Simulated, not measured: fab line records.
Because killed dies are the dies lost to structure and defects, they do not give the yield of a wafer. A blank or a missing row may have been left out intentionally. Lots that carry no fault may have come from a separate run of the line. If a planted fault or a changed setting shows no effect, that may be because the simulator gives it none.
Split-lot experiment + flow n5_finfet + on a route of 1938 steps: 7 lots, 21 wafers read

## THE SPLIT ITSELF
At N5_WELL_APT_COAT_02 (resist thk 950 nm), the setting spin_rpm was moved away from the recipe's 1357 rpm on 7 of the 21 wafers read, by -8.5% to +8.0%. This setting was run at the recipe's value on the other wafers.

The reading comes from the split's own step.

## THE READING
coat_of_WELL_APT_COAT_02.thk_nm (the simulator's own value, which no gauge read), in nm, at N5_WELL_APT_COAT_02 (resist thk 950 nm). The file does not state a usual value for it. Across the 14 wafers here that went through the recipe, the average is 952.5 nm and the standard deviation 2 nm.

| wafer  | tool, chamber at the split | spin_rpm as run, rpm | against the recipe | coat_of_WELL_APT_COAT_02.thk_nm, nm | against lot-mates on the recipe |
|--------|----------------------------|----------------------|--------------------|-------------------------------------|---------------------------------|
| L077.4 | litho_track-01, 0          | 1357                 | recipe             | 950.7                               | -                               |
| L077.5 | litho_track-01, 0          | 1357                 | recipe             | 950.7                               | -                               |
| L077.6 | litho_track-01, 0          | 1357                 | recipe             | 953.7                               | -                               |
| L084.1 | litho_track-04, 0          | 1241                 | -8.5%              | 994.1                               | +42.5                           |
| L084.5 | litho_track-04, 0          | 1241                 | -8.5%              | 994.7                               | +43.1                           |
| L084.6 | litho_track-04, 0          | 1357                 | recipe             | 951.6                               | -                               |
| L085.1 | litho_track-01, 0          | 1465                 | +8.0%              | 916.1                               | -35.6                           |
| L085.3 | litho_track-01, 0          | 1357                 | recipe             | 951.7                               | -                               |
| L085.6 | litho_track-01, 0          | 1465                 | +8.0%              | 916                                 | -35.7                           |
| L087.1 | litho_track-04, 0          | 1357                 | recipe             | 952.1                               | -                               |
| L087.3 | litho_track-04, 0          | 1357                 | recipe             | 954.4                               | -                               |
| L087.5 | litho_track-04, 0          | 1357                 | recipe             | 954.3                               | -                               |
| L090.1 | litho_track-03, 0          | 1357                 | recipe             | 952.5                               | -                               |
| L090.2 | litho_track-03, 0          | 1357                 | recipe             | 954.3                               | -                               |
| L090.3 | litho_track-03, 0          | 1357                 | recipe             | 952.9                               | -                               |
| L091.1 | litho_track-03, 0          | 1357                 | recipe             | 952.4                               | -                               |
| L091.2 | litho_track-03, 0          | 1285                 | -5.3%              | 980.7                               | +26.7                           |
| L091.4 | litho_track-03, 0          | 1357                 | recipe             | 955.7                               | -                               |
| L093.2 | litho_track-03, 0          | 1279                 | -5.7%              | 978.8                               | +31.3                           |
| L093.3 | litho_track-03, 0          | 1279                 | -5.7%              | 983.7                               | +36.2                           |
| L093.4 | litho_track-03, 0          | 1357                 | recipe             | 947.5                               | -                               |

THE FIT
A straight line over all 21 wafers: coat_of_WELL_APT_COAT_02.thk_nm changes by -4.82 nm for each +1% of spin_rpm; r = -1.00; the points scatter about the line by 2.1 nm.
The same after taking each lot's own level away (the mean of its wafers on the recipe; 21 wafers): -4.94 nm for each +1%; r = -0.99; scatter 2.2 nm.
According to that fit, moving spin_rpm by its largest amount changes the reading by 42 nm.
Across the lots, their own levels run from 947.50 to 954.05 nm, a range of 3.3 times the standard deviation given above.
The two slopes are in agreement: the lot-to-lot level therefore moves the slope only a little.
Check: +43.3 nm against its lot-mates is what the line predicts for one of the wafers moved furthest among these (-8.5%) when that wafer is left out of the fit. It came out at +42.5 nm against them.

## OTHER SPLITS APPLIED TO THESE WAFERS
These wafers also went through other splits before the reading. Each is held against what the fit with the lots' levels taken away leaves over:
| other split on the same wafers          | wafers away from the commonest value | r with coat_of_WELL_APT_COAT_02.thk_nm (lot level and that fit taken away) |
|-----------------------------------------|--------------------------------------|----------------------------------------------------------------------------|
| N5_ZERO_LAYER_EXPOSE_08 dose_mj         | 10                                   | +0.43                                                                      |
| N5_ZERO_LAYER_DEVELOP_10 develop_time_s | 11                                   | -0.10                                                                      |

## FILE'S OWN FIT
coat_of_WELL_APT_COAT_02.thk_nm changes by -4.99 nm for each +1% of spin_rpm, r = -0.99.
